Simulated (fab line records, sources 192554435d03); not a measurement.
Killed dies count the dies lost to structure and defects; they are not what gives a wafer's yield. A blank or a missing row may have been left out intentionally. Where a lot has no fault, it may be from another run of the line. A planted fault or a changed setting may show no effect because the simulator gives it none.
Comparing a struck lot with a sound one || flow n5_finfet || 17 out of 1938 route steps
Sound: these wafers, L363.1, L363.3, L363.5. Struck: wafers L360.2, L360.3, L360.6. The cause is given at the end.
For every step that has rows: the tool of each side, followed by ch and its chambers, followed by its first start. Under that, the readings that differ: sound wafers || struck wafers || difference of the means || sigmas: that difference in standard deviations of wafers without a fault.
alike: a reading whose means differ by less than 2 such deviations, as well as words and numbers matching on both sides. not compared: withheld readings; readings where some wafer has no value; bounds like >300 that might hide an equal value; numbers whose values overlap and for which the record gives no deviation.
The two part at a step that has a row with sigmas, a row that says differs or no value, or rows on one side only. When numbers do not overlap yet have no deviation, they are printed without sigmas and do not part them. A reading missing from all wafers of one side parts the sides only when that side holds two or more wafers.

first, 9 steps without rows for these wafers: N5_SDB_EXPOSE_08 (exposes mask SDB); N5_SDB_PEB_09 (peb time 60 s); N5_SDB_DEVELOP_10 (develop time 30 s); N5_SDB_DESCUM_16 (chemistry O2, time 7.9 s); N5_SDB_ETCH_17 (etches SiARC in CF4, target depth 23.4 nm, time 39 s); N5_SDB_ETCH_18 (etches SOC in N2/H2, target depth 100 nm, overetch 20 nm, time 150 s); N5_SDB_STRIP_19 (strips in N2/H2); N5_SDB_STRIP_21 (strips in CF4); N5_SDB_HM_OPEN_20 (chemistry CH3F/O2, target SiNx, stops on poly-Si, target depth 24 nm).
N5_SDB_STRIP_22: strips in N2/H2.
  sound on plasma_asher-01 ch 0,1, day 7 18:56; struck on plasma_asher-01 ch 1, day 7 01:34
  no value came back on the struck wafers for any of 6 readings (drypump_motor_current_A (A), h2_flow_sccm (sccm) and others); on the sound wafers drypump_motor_current_A (A) reads 5.3 6.3 6.3
{"reading": "model.SOC_of_SDB_COAT_03.thk_nm (nm)", "sound": "0 0 0", "struck": "83.2 83.6 84", "difference": "+83.6", "sigmas": ""}
  not compared: rf_hours_counter_h
then, 3 steps without rows for these wafers: N5_SDB_PRECLEAN_23 (cleans in dHF, time 30 s); N5_SDB_DUMMY_REMOVE_24 (chemistry TMAH, target poly-Si, stops on SiO2, target depth 142 nm, time 57 s, rinse time 30 s); N5_SDB_ETCH_25 (etches SiO2 in C4F6/O2, target depth 10 nm, time 3.3 s).
N5_SDB_CUT_ETCH_26: etches Si in HBr/Cl2/O2, target depth 129.6 nm, bt time 20 s, time 51.8 s.
  sound on rie_si-01 ch 0,1, day 7 19:14; struck on rie_si-06 ch 0,1,3, day 7 01:52
{"reading": "model.SOC_of_SDB_COAT_03.thk_nm (nm)", "sound": "0 0 0", "struck": "44.6 45.4 45.6", "difference": "+45.2", "sigmas": ""}
  alike: drypump_motor_current_A, oes_product_au, throttle_valve_pct
  not compared: bias_w, rf_hours_counter_h
then, 1 step without rows for these wafers: N5_SDB_PRECLEAN_38 (cleans in dHF, time 10 s).
N5_BEOL_M4_RC_MEAS_101:
  the record has rows for the sound wafers here (prober-01 ch 0, day 12 03:11) and none for the struck ones
-- here the record skips 9 days between the struck wafers' starts before and after, leaving off in module BEOL_M4 and picking up in module PASSIVATION (first step shown: number 1936 of the route) --
N5_PASSIVATION_PROBE_49:
  sound on prober-02 at day 16 06:49; struck on prober-01 at day 16 12:37
{"reading": "defect_limited_yield (%)", "sound": "92.5 90.9 90.2", "struck": "28.1 26.1 27.4", "difference": -64.0, "sigmas": -43}
{"reading": "killed_at_front_end", "sound": "40 39 46", "struck": "790 805 789", "difference": "+753", "sigmas": "+58"}
{"reading": "killed_dies", "sound": "88 107 116", "struck": "848 872 857", "difference": "+755", "sigmas": "+44"}
{"reading": "killed_on_rim", "sound": "6 13 17", "struck": "71 59 152", "difference": "+82", "sigmas": "+19"}
{"reading": "sort_bin_5_function (%)", "sound": "4.5 5.7 6.1", "struck": "68.8 70.0 69.1", "difference": "+63.9", "sigmas": "+67"}
{"reading": "sort_n_pass", "sound": "1092 1073 1064", "struck": "332 308 323", "difference": -755, "sigmas": -44}
{"reading": "sort_yield_pct (%)", "sound": "92.5 90.9 90.2", "struck": "28.1 26.1 27.4", "difference": -64.0, "sigmas": -43}
  alike: killed_at_M0_to_M3, killed_at_M4_up, killed_at_contacts, killed_at_other, killed_open, killed_short, sort_bin_6_memory

## WHERE THEY PART
At N5_SDB_STRIP_22 first; at N5_PASSIVATION_PROBE_49 last (within this record only).

WHY: the cause the simulator had injected
Entire step skipped (plasma_asher-01, N5_SDB_STRIP_22), from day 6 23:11 onward. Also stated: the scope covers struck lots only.
